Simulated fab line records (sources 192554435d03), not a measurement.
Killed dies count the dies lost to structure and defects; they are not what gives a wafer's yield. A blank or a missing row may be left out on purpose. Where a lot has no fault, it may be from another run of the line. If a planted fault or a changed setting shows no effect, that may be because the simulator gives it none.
Split-lot experiment ; flow n5Finfet ; route with 1938 steps; 7 lots, 21 wafers read

== THE SPLIT ==
At N5_BEOL_M1_ETCH_70 (etches SOC in N2/H2, target depth 80 nm, overetch 16 nm, time 120 s), the setting biasW was moved away from the recipe's 150 W on 8 of the 21 wafers read, by +8.5% to +17.7%. The other wafers ran this setting at the recipe's value.

The reading is taken at the split's own step.

== THE READING ==
rfVppV, in V, at N5_BEOL_M1_ETCH_70 (etches SOC in N2/H2, target depth 80 nm, overetch 16 nm, time 120 s). Fault-free wafers of this fab line usually give 523.3 V, standard deviation 2.2 V.

wafer;tool, chamber at the split;biasW as run, W;against the recipe;rfVppV, V;against lot-mates on the recipe
L081.2;rieDiel-02, 0;162.8;+8.5%;551.5;+29.0
L081.5;rieDiel-02, 0;162.8;+8.5%;553.0;+30.5
L081.6;rieDiel-02, 3;150;recipe;522.5;-
L083.2;rieDiel-02, 0;150;recipe;525.3;-
L083.4;rieDiel-02, 0;164.9;+9.9%;557.9;+32.6
L083.5;rieDiel-02, 1;164.9;+9.9%;558.9;+33.6
L085.1;rieDiel-04, 2;150;recipe;520.1;-
L085.2;rieDiel-04, 0;150;recipe;521.3;-
L085.6;rieDiel-04, 0;150;recipe;522.9;-
L086.3;rieDiel-06, 3;150;recipe;524.2;-
L086.5;rieDiel-06, 2;150;recipe;521.6;-
L086.6;rieDiel-06, 3;150;recipe;525.3;-
L089.3;rieDiel-06, 0;176.5;+17.7%;582.4;+56.0
L089.5;rieDiel-06, 0;150;recipe;526.4;-
L089.6;rieDiel-06, 3;176.5;+17.7%;579.4;+53.0
L090.2;rieDiel-06, 0;164.3;+9.5%;556.5;+34.9
L090.4;rieDiel-06, 2;150;recipe;521.6;-
L090.6;rieDiel-06, 3;164.3;+9.5%;555.1;+33.5
L096.2;rieDiel-04, 1;150;recipe;525.5;-
L096.3;rieDiel-04, 0;150;recipe;523.1;-
L096.5;rieDiel-04, 0;150;recipe;521.8;-

THE FIT
A straight line over all 21 wafers: rfVppV changes by +3.34 V for each +1% of biasW; r = +1.00; the points scatter about the line by 1.9 V.
The same after taking each lot's own level away (the mean of its wafers on the recipe; 21 wafers): +3.23 V for each +1%; r = +1.00; scatter 1.9 V.
Per that fit: largest biasW move, reading shift of 57 V.
The span of the lots' own levels, 521.43 to 526.40 V, comes to 2.3 times the standard deviation stated above.
Consequently the slope shifts little with the lot-to-lot level, the two slopes agreeing.
Check: with one of the wafers moved furthest among these (+17.7%) left out of the fit, the line predicts +57.9 V for it against its lot-mates. It came out at +56 V against them.
Tool readings at the split's step, against how far the setting was moved: rfVppV r = +1.00.

== FURTHER SPLITS ON THESE WAFERS ==
These wafers also went through other splits before the reading. Each is held against what the fit with the lots' levels taken away leaves over:
other split on the same wafers;wafers away from the commonest value;r with rfVppV (lot level and that fit taken away)
N5_MOL_CONTACT_COAG_ALD_123 aldCycles;7;-0.04
N5_MOL_CONTACT_COAG_PECVD_31 tempC;7;-0.07
N5_BEOL_M0_SAQP_EXPOSE_11 doseMj;6;+0.17
N5_BEOL_M0_ETCH_128 sourceW;11;-0.04

== THE WHOLE CHAIN: every reading that the file lists as answering this split, in the file's order ==
step;what it does;reading;change (the file's fit);r (the file's)
N5_BEOL_M1_ETCH_70;etches SOC in N2/H2, target depth 80 nm, overetch 16 nm, time 120 s;rfVppV;+3.26 V for each +1% of the setting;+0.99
N5_BEOL_M1_ETCH_70;etches SOC in N2/H2, target depth 80 nm, overetch 16 nm, time 120 s;SiARC_of_BEOL_M1_COAT_68.thkNm (the simulator's own value, which no gauge read);-0.0652 nm for each +1% of the setting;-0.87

== FILE'S OWN FIT ==
rfVppV changes by +3.26 V for each +1% of biasW, r = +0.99.
